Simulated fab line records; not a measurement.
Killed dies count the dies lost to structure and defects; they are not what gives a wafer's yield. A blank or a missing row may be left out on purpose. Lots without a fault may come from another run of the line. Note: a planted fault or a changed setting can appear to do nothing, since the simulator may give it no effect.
fab line records -- flow n5_finfet
record lots=8, wafers=24, last_day=19
route steps=1938 shown BEOL_M4@1111 BEOL_M9@1447 PASSIVATION@1936
lots that met no fault: taken from a fault-free run of the same line
start_h: the number of hours between the record's first day and the start of the first shown wafer of the lot -- wait_h: hours elapsed since this lot's preceding step -- " repeats the value in the row above -- L1.1+2: a row that stands for several wafers -- - no value, or no start given -- * or withheld: withheld -- < > ~ a bound
route shown NAME@n: NAME is a module with steps in the file, n the number in the route of the first one -- usual: the fault-free wafers' mean and standard deviation -- same: alike in all rows -- chamber/n: place in a boat -- sites: per-site readings -- _std_site: standard deviation across them -- _edge_site: mean of outer sites minus mean of inner sites -- radius_mm: for every site, how far away it sits from the centre of the wafer -- mask NAME#n: copy n -- behind: tool/chamber where the wafer was last shaped -- hold: what put the lot on hold/how long, in hours/how the hold closed -- device: the transistor (n, p or np) that didn't switch -- end of line: the route-end tests of the same wafers -- for a step that has no rows: nothing shown but its recipe -- killed: dies lost to structure and defects at the first sort, not the wafer's yield -- map: a wafer's dies, x killed, . not, _ none there
set.NAME: the setting as run; set.NAME@STEP: as run at that earlier step -- model.NAME: the simulator's own value behind a step, which no gauge read
one table for each step of the route and one row for each wafer, over a sample of lots
services: a tool's chamber out of use, with start hour (start_h, from the record's first day; less than 0 if before it), hours out, and reason
## steps
# step N5_BEOL_M4_RC_MEAS_101
# usual DIBL_N=36.3/1.6, DIBL_P=36.4/2.1, IOFF_N=0.16/0.032, IOFF_P=0.22/0.044, ION_N=675/12, ION_P=463/8.3, SS_N=71.6/0.64, SS_P=73.3/0.67, VT_N=250/3.3, VT_P=-250/3.7
lot.wafer,tool,chamber,start_h,wait_h,DIBL_N[mV/V],DIBL_P[mV/V],IOFF_N[nA/um],IOFF_P[nA/um],ION_N[uA/um],ION_P[uA/um],SS_N[mV/dec],SS_P[mV/dec],VT_N[mV],VT_P[mV]
L454.2,prober-01,0,231.91,0.2,35.5,36.4,0.16,0.22,679,465,71.4,73.5,248,-251
L454.4,prober-01,0,231.91,0.2,35.7,36.0,0.15,0.21,668,457,71.8,72.9,251,-248
L454.6,prober-01,0,231.91,0.2,34.7,34.5,0.13,0.18,663,451,71.7,73.5,253,-250
L455.2,prober-01,0,252.46,0.2,36.8,38.9,0.19,0.26,690,472,71.3,74.1,249,-248
L455.3,prober-01,0,252.46,0.2,36.9,38.7,0.19,0.26,682,471,71.8,73.6,249,-248
L455.5,prober-01,0,252.46,0.2,37.2,40.1,0.20,0.29,697,486,71.9,74.9,247,-245
L462.3,prober-02,0,300.57,0.3,35.9,34.6,0.14,0.19,661,454,72.3,73.2,251,-250
L462.5,prober-02,0,300.57,0.3,38.0,38.2,0.19,0.24,675,463,71.3,73.5,246,-249
L462.6,prober-02,0,300.57,0.3,36.0,35.5,0.15,0.20,661,457,71.9,73.4,251,-250
L463.1,prober-02,0,306.11,0.7,34.7,35.1,0.14,0.20,663,458,71.4,73.7,253,-253
L463.3,prober-02,0,306.11,0.7,33.1,33.9,0.11,0.18,651,457,71.3,73.1,257,-252
L463.4,prober-02,0,306.11,0.7,35.3,35.8,0.15,0.20,668,462,71.0,74.1,251,-251
L465.3,prober-01,0,308.73,0.3,38.0,37.5,0.20,0.26,699,471,72.3,74.3,246,-244
L465.4,prober-01,0,308.73,0.3,33.7,32.2,0.12,0.17,654,452,70.6,72.7,253,-250
L465.5,prober-01,0,308.73,0.3,34.7,33.5,0.13,0.18,674,461,71.4,74.0,251,-251
L466.1,prober-02,0,323.48,0.0,34.9,35.0,0.14,0.19,666,465,71.3,72.3,251,-251
L466.3,prober-02,0,323.48,0.0,37.0,37.8,0.18,0.24,681,469,71.4,73.3,246,-247
L466.6,prober-02,0,323.48,0.0,37.3,37.6,0.18,0.23,685,467,71.3,73.4,244,-249
L469.1,prober-02,0,350.85,0.0,35.6,35.1,0.12,0.18,648,450,71.4,73.4,255,-253
L469.2,prober-02,0,350.85,0.0,34.9,34.2,0.12,0.17,672,464,70.7,73.2,254,-251
L469.3,prober-02,0,350.85,0.0,36.8,35.7,0.14,0.19,667,461,70.9,72.4,252,-253
L470.1,prober-02,0,354.48,0.0,35.4,36.1,0.13,0.16,665,456,71.8,72.6,254,-253
L470.2,prober-02,0,354.48,0.0,34.7,35.6,0.13,0.16,662,456,71.1,73.2,252,-256
L470.4,prober-02,0,354.48,0.0,40.7,41.8,0.24,0.26,697,463,73.0,74.2,245,-247
# step N5_BEOL_M9_ETCH_41
# recipe chemistry=CH3F/O2, target=SiCN, target_depth_a=366, taper_deg=2, time_s=70.1, ion_energy_ev=120, mask_material=TiN, pressure_mtorr=30, source_w=395, bias_w=75, Ar_flow_sccm=150, CH3F_flow_sccm=30, O2_flow_sccm=20
# usual CH3F_flow_sccm=30.00/0.085, drypump_motor_current_A=5.7/0.37, mfc_ar_sccm=150.0/0.4, oes_product_au=0.82/0.09, rf_vpp_V=296.8/1.3, showerhead_plenum_p_Torr=1.97/0.056, throttle_valve_pct=16.37/0.15
lot.wafer,tool,chamber,start_h,wait_h,CH3F_flow_sccm,drypump_motor_current_A,mfc_ar_sccm,oes_product_au,rf_hours_counter_h,rf_vpp_V,showerhead_plenum_p_Torr,throttle_valve_pct
L454.2,rie_diel-01,3,-,-,30.16,6.3,149.7,0.84,58,296.8,1.96,16.39
L454.4,rie_diel-01,3,-,-,30.25,6.3,150.1,0.85,-,296.1,1.96,16.41
L454.6,rie_diel-01,1,-,-,29.92,6.2,150.3,0.70,-,297.9,2.04,16.29
L455.2,rie_diel-04,2,-,-,29.94,5.5,150.2,0.75,167,295.5,1.92,16.29
L455.3,rie_diel-04,1,-,-,29.85,5.7,150.1,0.82,97,296.5,1.93,16.35
L455.5,rie_diel-04,1,-,-,29.89,5.7,149.8,0.82,-,296.1,1.93,16.36
L462.3,rie_diel-01,2,-,-,29.84,5.1,151.0,0.79,92,297.1,2.02,16.16
L462.5,rie_diel-01,2,-,-,30.01,5.1,149.8,0.80,-,296.6,2.02,16.17
L462.6,rie_diel-01,0,-,-,29.98,6.1,150.3,0.87,-,297.8,2.04,16.41
L463.1,rie_diel-04,0,-,-,30.01,5.8,149.7,0.90,19,296.5,1.96,16.20
L463.3,rie_diel-04,2,-,-,29.87,5.5,149.9,0.72,185,294.0,1.91,16.32
L463.4,rie_diel-04,1,-,-,29.86,5.7,149.9,0.79,115,296.6,1.93,16.39
L465.3,rie_diel-04,1,-,-,30.00,5.7,150.4,0.78,117,295.9,1.93,16.38
L465.4,rie_diel-04,0,-,-,29.93,5.8,149.5,0.90,20,295.8,1.96,16.19
L465.5,rie_diel-04,2,-,-,29.98,5.5,150.2,0.73,-,295.0,1.91,16.32
L466.1,rie_diel-04,1,-,-,30.04,5.8,150.3,0.78,121,296.6,1.93,16.41
L466.3,rie_diel-04,3,-,-,30.02,5.8,149.3,0.94,13,296.7,1.98,16.40
L466.6,rie_diel-04,0,-,-,30.01,5.8,149.9,0.88,-,297.4,1.95,16.20
L470.1,rie_diel-04,2,-,-,29.97,5.5,150.3,0.71,198,294.4,1.91,16.35
L470.2,rie_diel-04,0,-,-,29.96,5.8,149.7,0.87,33,297.1,1.95,16.22
L470.4,rie_diel-04,3,-,-,29.98,5.8,150.5,0.93,21,295.5,1.98,16.43
L469.1,rie_diel-04,0,-,-,29.99,5.8,150.4,0.87,34,295.1,1.95,16.22
L469.2,rie_diel-04,1,-,-,30.10,5.7,149.8,0.77,129,296.7,1.92,16.42
L469.3,rie_diel-04,2,-,-,30.06,5.5,150.0,0.71,198,296.2,1.91,16.34
# step N5_BEOL_M9_CURE_72
# recipe temp_c=370, time_s=120, ambient=DMADMS/He, material=SiCOH_lowk
# usual lamp_power_pct=52.31/0.049, wafer_temp_C_max=371.8/0.48
lot.wafer,tool,chamber,start_h,wait_h,lamp_power_pct,wafer_temp_C_max
L454.2,uv_cure-02,2,278.42,0.5,52.31,371.2
L454.4,uv_cure-02,2,278.42,0.5,52.30,371.3
L454.6,uv_cure-02,2,278.42,0.5,52.25,372.2
L455.2,uv_cure-03,1,295.80,0.1,52.34,371.8
L455.3,uv_cure-03,1,295.80,0.1,52.34,371.9
L455.5,uv_cure-03,1,295.80,0.1,52.29,371.6
L462.3,uv_cure-03,2,351.79,2.4,52.30,371.5
L462.5,uv_cure-03,2,351.79,2.4,52.31,371.4
L462.6,uv_cure-03,2,351.79,2.4,52.34,371.5
L463.1,uv_cure-03,2,352.79,3.2,52.26,371.6
L463.3,uv_cure-03,2,352.79,3.2,52.27,371.9
L463.4,uv_cure-03,2,352.79,3.2,52.35,371.9
L465.3,uv_cure-03,1,354.19,0.6,52.21,371.7
L465.4,uv_cure-03,1,354.19,0.6,52.37,373.0
L465.5,uv_cure-03,1,354.19,0.6,52.29,372.3
L466.1,uv_cure-02,2,369.88,0.0,52.34,372.5
L466.3,uv_cure-02,2,369.88,0.0,52.34,372.4
L466.6,uv_cure-02,2,369.88,0.0,52.34,371.8
L470.1,uv_cure-02,0,395.74,0.0,52.29,371.5
L470.2,uv_cure-02,0,395.74,0.0,52.24,371.8
L470.4,uv_cure-02,0,395.74,0.0,52.36,371.3
L469.1,uv_cure-03,1,398.76,0.0,52.30,372.0
L469.2,uv_cure-03,1,398.76,0.0,52.34,372.1
L469.3,uv_cure-03,1,398.76,0.0,52.19,372.0
# step N5_BEOL_M9_SPUTTER_48
# recipe material=Cu, target_thk_a=120, temp_c=-20, bias_v=60, power_w=26000, chamber_pressure_pa=0.13, time_s=2
# usual throttle_valve_pct=29.7/0.9
lot.wafer,tool,chamber,start_h,wait_h,throttle_valve_pct
L454.2,pvd_sputter-03,-,279.44,0.1,29.9
L454.4,pvd_sputter-03,-,279.44,0.1,29.2
L454.6,pvd_sputter-03,-,279.44,0.1,30.1
L455.2,pvd_sputter-01,-,297.26,0.3,29.8
L455.3,pvd_sputter-01,-,297.26,0.3,31.7
L455.5,pvd_sputter-01,-,297.26,0.3,28.9
L462.3,pvd_sputter-02,-,353.90,0.1,30.2
L462.5,pvd_sputter-02,-,353.90,0.1,28.4
L462.6,pvd_sputter-02,-,353.90,0.1,29.3
L463.1,pvd_sputter-02,-,354.21,0.1,28.2
L463.3,pvd_sputter-02,-,354.21,0.1,29.5
L463.4,pvd_sputter-02,-,354.21,0.1,29.8
L465.3,pvd_sputter-02,-,355.75,0.4,29.5
L465.4,pvd_sputter-02,-,355.75,0.4,29.7
L465.5,pvd_sputter-02,-,355.75,0.4,28.4
L466.1,pvd_sputter-01,-,371.37,0.1,28.7
L466.3,pvd_sputter-01,-,371.37,0.1,31.6
L466.6,pvd_sputter-01,-,371.37,0.1,28.5
L470.1,pvd_sputter-03,-,398.45,1.4,29.2
L470.2,pvd_sputter-03,-,398.45,1.4,29.8
L470.4,pvd_sputter-03,-,398.45,1.4,31.7
L469.1,pvd_sputter-03,-,399.64,0.1,30.1
L469.2,pvd_sputter-03,-,399.64,0.1,31.2
L469.3,pvd_sputter-03,-,399.64,0.1,29.2
# step N5_BEOL_M9_CMP_52
# recipe stop_on=SiCOH_lowk, t_overpolish_s=7, down_force_psi=1, platen_rpm=50, clearing_platen_down_force_psi=1.5, clearing_platen_rpm=50, post_cmp_clean=cu_alkaline, target_thk_nm=140, clearing_platen_pad_velocity_m_s=0.99484, pad_velocity_m_s=0.99484
# usual barrier_field_endpoint_s=28.8/0.79, clearing_platen_down_force_psi=1.500/0.003, motor_current_A=6.0/0.75, overpolish_run_s=6.999/0.0097, time_to_endpoint_s=65.6/2.8
lot.wafer,tool,chamber,start_h,wait_h,barrier_field_endpoint_s,clearing_platen_down_force_psi,motor_current_A,overpolish_run_s,time_to_endpoint_s
L454.4,cmp-04,1,280.32,0.1,28.5,1.497,5.0,7.003,66.1
L454.2,cmp-04,0,280.32,0.1,30.4,1.501,5.6,6.990,67.1
L454.6,cmp-04,2,280.32,0.1,29.2,1.493,5.9,7.002,62.9
L455.2,cmp-03,2,298.07,0.3,27.9,1.498,5.7,7.005,67.2
L455.3,cmp-03,3,298.07,0.3,27.9,1.505,5.5,7.003,67.9
L455.5,cmp-03,0,298.07,0.3,28.2,1.499,5.8,6.993,62.7
L462.3,cmp-04,0,354.42,0.2,-,-,-,-,-
L462.5,cmp-04,0,354.42,0.2,-,-,-,-,-
L462.6,cmp-04,1,354.42,0.2,-,-,-,-,-
L463.4,cmp-01,2,355.00,0.2,-,-,-,-,-
L463.3,cmp-01,3,355.00,0.2,-,-,-,-,-
L463.1,cmp-01,0,355.00,0.2,-,-,-,-,-
L465.4,cmp-01,1,356.35,0.1,28.6,1.501,5.0,6.993,60.8
L465.3,cmp-01,0,356.35,0.1,28.4,1.505,6.8,6.990,61.5
L465.5,cmp-01,1,356.35,0.1,28.5,1.501,5.3,7.004,59.0
L466.1,cmp-01,0,372.01,0.3,28.8,1.500,7.0,6.979,65.3
L466.3,cmp-01,2,372.01,0.3,29.7,1.504,7.5,6.991,70.1
L466.6,cmp-01,0,372.01,0.3,30.3,1.498,7.0,6.986,66.8
L470.4,cmp-01,1,398.98,0.1,28.4,1.497,5.0,6.988,64.1
L470.2,cmp-01,2,398.98,0.1,28.7,1.501,7.4,7.001,68.1
L470.1,cmp-01,3,398.98,0.1,28.8,1.497,5.7,7.000,65.9
L469.2,cmp-04,2,400.56,0.2,28.3,1.506,6.0,6.999,62.6
L469.1,cmp-04,3,400.56,0.2,28.4,1.495,6.8,6.992,63.5
L469.3,cmp-04,1,400.56,0.2,28.5,1.497,5.2,7.011,62.3
# step N5_BEOL_M9_THK_MEAS_53
# recipe thk_meas_gauge=xrf, reads=Cu_of_BEOL_M9_ECD_50
# usual M9_THK=139/3.4
lot.wafer,tool,chamber,start_h,wait_h,M9_THK[nm]
L454.2,film_metro-02,-,280.62,-,140
L454.4,film_metro-02,-,280.62,-,138
L454.6,film_metro-02,-,280.62,-,145
L455.2,film_metro-02,-,298.29,-,139
L455.3,film_metro-02,-,298.29,-,139
L455.5,film_metro-02,-,298.29,-,140
L462.3,film_metro-02,-,354.72,0.3,313
L462.5,film_metro-02,-,354.72,0.3,310
L462.6,film_metro-02,-,354.72,0.3,315
L463.1,film_metro-01,-,355.26,0.1,311
L463.3,film_metro-01,-,355.26,0.1,315
L463.4,film_metro-01,-,355.26,0.1,312
L465.3,film_metro-02,-,356.65,-,137
L465.4,film_metro-02,-,356.65,-,138
L465.5,film_metro-02,-,356.65,-,136
L466.1,film_metro-01,-,372.30,-,137
L466.3,film_metro-01,-,372.30,-,146
L466.6,film_metro-01,-,372.30,-,137
L470.1,film_metro-02,-,399.27,-,140
L470.2,film_metro-02,-,399.27,-,140
L470.4,film_metro-02,-,399.27,-,145
L469.1,film_metro-02,-,400.85,-,137
L469.2,film_metro-02,-,400.85,-,138
L469.3,film_metro-02,-,400.85,-,138
# step N5_BEOL_M9_RS_MEAS_57
# recipe thk_meas_gauge=four-point-probe, reads=Cu_of_BEOL_M9_ECD_50+Co_of_BEOL_M9_CVD_78+TaN_of_BEOL_M9_ALD_74
# usual M9_RS=0.150/0.0037
lot.wafer,tool,chamber,start_h,wait_h,M9_RS[ohm/sq]
L454.2,film_metro-01,-,280.75,0.1,0.150
L454.4,film_metro-01,-,280.75,0.1,0.152
L454.6,film_metro-01,-,280.75,0.1,0.144
L455.2,film_metro-02,-,298.42,0.1,0.151
L455.3,film_metro-02,-,298.42,0.1,0.151
L455.5,film_metro-02,-,298.42,0.1,0.151
L462.3,film_metro-02,-,354.86,0.1,0.060
L462.5,film_metro-02,-,354.86,0.1,0.061
L462.6,film_metro-02,-,354.86,0.1,0.060
L463.1,film_metro-01,-,355.43,0.1,0.061
L463.3,film_metro-01,-,355.43,0.1,0.060
L463.4,film_metro-01,-,355.43,0.1,0.060
L465.3,film_metro-01,-,356.81,0.1,0.153
L465.4,film_metro-01,-,356.81,0.1,0.153
L465.5,film_metro-01,-,356.81,0.1,0.154
L466.1,film_metro-01,-,372.44,0.1,0.154
L466.3,film_metro-01,-,372.44,0.1,0.144
L466.6,film_metro-01,-,372.44,0.1,0.155
L470.1,film_metro-01,-,399.41,0.1,0.151
L470.2,film_metro-01,-,399.41,0.1,0.150
L470.4,film_metro-01,-,399.41,0.1,0.144
L469.1,film_metro-01,-,400.99,0.1,0.155
L469.2,film_metro-01,-,400.99,0.1,0.153
L469.3,film_metro-01,-,400.99,0.1,0.154
# step N5_BEOL_M9_INSPECT_58
# recipe inspect_instrument=darkfield, mode=post_dep
# usual raw_defect_count=68/21
lot.wafer,tool,chamber,start_h,wait_h,raw_defect_count
L454.2,defect_inspect-02,-,280.78,0.0,90
L454.4,defect_inspect-02,-,280.78,0.0,60
L454.6,defect_inspect-02,-,280.78,0.0,106
L455.2,defect_inspect-02,-,298.45,0.0,45
L455.3,defect_inspect-02,-,298.45,0.0,64
L455.5,defect_inspect-02,-,298.45,0.0,44
L462.3,defect_inspect-01,-,354.88,0.0,4307
L462.5,defect_inspect-01,-,354.88,0.0,4410
L462.6,defect_inspect-01,-,354.88,0.0,4404
L463.1,defect_inspect-02,-,355.46,0.0,4311
L463.3,defect_inspect-02,-,355.46,0.0,4436
L463.4,defect_inspect-02,-,355.46,0.0,4390
L465.3,defect_inspect-02,-,356.84,0.0,114
L465.4,defect_inspect-02,-,356.84,0.0,76
L465.5,defect_inspect-02,-,356.84,0.0,52
L466.1,defect_inspect-02,-,372.47,0.0,42
L466.3,defect_inspect-02,-,372.47,0.0,25
L466.6,defect_inspect-02,-,372.47,0.0,33
L470.1,defect_inspect-02,-,399.43,0.0,66
L470.2,defect_inspect-02,-,399.43,0.0,40
L470.4,defect_inspect-02,-,399.43,0.0,41
L469.1,defect_inspect-01,-,401.02,0.0,53
L469.2,defect_inspect-01,-,401.02,0.0,69
L469.3,defect_inspect-01,-,401.02,0.0,54
# step N5_PASSIVATION_PROBE_49
# usual defect_limited_yield=91.4/1.2, killed_at_M0_to_M3=35/11, killed_at_M4_up=14/6, killed_at_contacts=12/6.7, killed_at_front_end=37/9.7, killed_at_other=3.5/2.5, killed_dies=102/15, killed_on_rim=13/3.6, killed_open=67/12, killed_short=33/7.3, sort_bin_5_function=5.1/0.81, sort_bin_6_memory=3.2/0.65, sort_n_pass=1078/15, sort_yield_pct=91.4/1.2
# same gross_dies=1180, killed_at_back_side=0, sort_bin_4_leakage[%]=0, sort_bin_8_speed[%]=0
lot.wafer,tool,chamber,start_h,wait_h,defect_limited_yield[%],killed_at_M0_to_M3,killed_at_M4_up,killed_at_contacts,killed_at_front_end,killed_at_other,killed_dies,killed_on_rim,killed_open,killed_short,sort_bin_5_function[%],sort_bin_6_memory[%],sort_n_pass,sort_yield_pct[%]
L462.3,prober-02,-,408.47,0.1,0,36,1087,15,40,2,1180,152,66,40,5.3,3.1,0,0
L462.5,prober-02,-,408.57,0.2,0,27,1106,10,36,1,1180,152,58,31,3.8,3.1,0,0
L462.6,prober-02,-,408.62,0.3,0,40,1100,8,29,3,1180,152,62,35,4.8,3.1,0,0
L463.1,prober-01,-,416.27,0.0,0,37,1091,21,23,8,1180,152,55,38,4.2,3.2,0,0
L463.3,prober-01,-,416.37,0.1,0,27,1096,9,39,9,1180,152,57,37,4.0,3.7,0,0
L463.4,prober-01,-,416.42,0.2,0,34,1092,8,35,11,1180,152,69,35,5.4,3.4,0,0
# killed by level:class
L462.3 BEOL_M9:area_cmp=1074 MOL_CONTACT_COAG:geometric_particle:open=15 FIN_SAQP:geometric_particle:short=10 FIN_SAQP:geometric_particle:open=9 GATE_CUT:geometric_particle:short=9 BEOL_M3:geometric_particle:open=8 BEOL_M2:geometric_particle:open=8 BEOL_M0_SAQP:geometric_particle:short=6
L462.5 BEOL_M9:area_cmp=1091 FIN_SAQP:geometric_particle:open=9 BEOL_M0_SAQP:geometric_particle:short=8 BEOL_M4:geometric_particle:open=8 MOL_CONTACT_COAG:geometric_particle:open=7 BEOL_M1:geometric_particle:open=7 GATE_CUT:geometric_particle:short=5 BEOL_M3:geometric_particle:open=5
L462.6 BEOL_M9:area_cmp=1082 BEOL_M1:geometric_particle:open=12 FIN_SAQP:geometric_particle:open=8 BEOL_M0_SAQP:geometric_particle:open=7 FIN_SAQP:geometric_particle:short=6 MOL_CONTACT_COAG:geometric_particle:open=6 BEOL_M4:geometric_particle:open=6 BEOL_M3:geometric_particle:open=5
L463.1 BEOL_M9:area_cmp=1086 MOL_CONTACT_COAG:geometric_particle:open=15 BEOL_M0_SAQP:geometric_particle:open=13 BEOL_M0_SAQP:geometric_particle:short=11 STARTING-WAFER:geometric_particle:short=7 MOL_CONTACT_COAG:geometric_particle:short=6 FIN_SAQP:geometric_particle:open=4 STI_FIN_REVEAL:geometric_particle:open=3
L463.3 BEOL_M9:area_cmp=1086 STI_FIN_REVEAL:geometric_particle:open=11 BEOL_M3:geometric_particle:open=10 FIN_SAQP:geometric_particle:open=7 BEOL_M0_SAQP:geometric_particle:short=6 BEOL_M4:geometric_particle:open=6 STARTING-WAFER:geometric_particle:short=6 FIN_SAQP:geometric_particle:short=5
L463.4 BEOL_M9:area_cmp=1076 BEOL_M0_SAQP:geometric_particle:open=13 STI_FIN_REVEAL:geometric_particle:open=11 BEOL_M0_SAQP:geometric_particle:short=8 MOL_CONTACT_COAG:geometric_particle:open=7 BEOL_M4:geometric_particle:open=6 FIN_SAQP:geometric_particle:short=5 FIN_SAQP:geometric_particle:open=5
## services
tool,chamber,start_h,hours,kind
cmp-03,-,270.53,4.2,repair
uv_cure-03,-,271.16,7.7,repair
rie_diel-04,0,277.96,-,clean
rie_diel-04,0,277.96,-,consumable_replace:focus_ring
rie_diel-04,0,277.96,19.5,scheduled_down
rie_diel-04,0,277.96,19.5,vent_cycle
uv_cure-02,-,290.74,1.0,pm
rie_diel-04,3,297.44,-,clean
rie_diel-04,3,297.44,-,consumable_replace:focus_ring
rie_diel-04,3,297.44,27.5,scheduled_down
rie_diel-04,3,297.44,27.5,vent_cycle
uv_cure-02,-,298.68,10.4,repair
rie_diel-01,0,301.70,3.2,repair
cmp-03,-,306.56,5.8,pm
cmp-01,-,316.18,0.9,repair
cmp-01,-,322.86,4.0,pm
cmp-03,-,338.77,7.0,repair
cmp-01,-,343.60,5.5,pm
cmp-03,-,355.51,4.0,pm
pvd_sputter-01,-,376.86,2.8,repair
rie_diel-01,0,378.42,9.6,repair
cmp-01,-,382.85,2.2,repair
cmp-04,-,387.88,4.0,repair
rie_diel-04,0,399.11,26.0,repair
## key
first_sign step=N5_BEOL_M9_CMP_52, reading=tool_record, direction=missing
effect step=N5_BEOL_M9_THK_MEAS_53, reading=M9_THK, direction=up, sigmas=51, usual=139, struck=313
effect step=N5_BEOL_M9_RS_MEAS_57, reading=M9_RS, direction=down, sigmas=24, usual=0.150, struck=0.060
effect step=N5_BEOL_M9_INSPECT_58, reading=raw_defect_count, direction=up, sigmas=99+, usual=68, struck=4376
effect step=N5_PASSIVATION_PROBE_49, reading=killed_at_M4_up, direction=up, sigmas=99+, usual=14, struck=1095
more_kills_born_at N5_BEOL_M9_CMP_52@cmp-01=3248, N5_BEOL_M9_CMP_52@cmp-04=3247
met_at N5_BEOL_M9_CMP_52
struck_lots L462,L463
later_rows_left_out L462.3,L462.5,L462.6,L463.1,L463.3,L463.4
not_acting_at N5_BEOL_M9_ETCH_41,N5_BEOL_M9_CURE_72,N5_BEOL_M9_SPUTTER_48
onset_between 280.32 354.42
fault kind=skipped_step_whole, tool=cmp-01,cmp-04, chamber=-, onset_h=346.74, steps=N5_BEOL_M9_CMP_52, scope=struck_lots_only
# later_rows_left_out: the simulator's readings of these wafers behind a module that went badly wrong aren't trusted and aren't shown, but for the sort
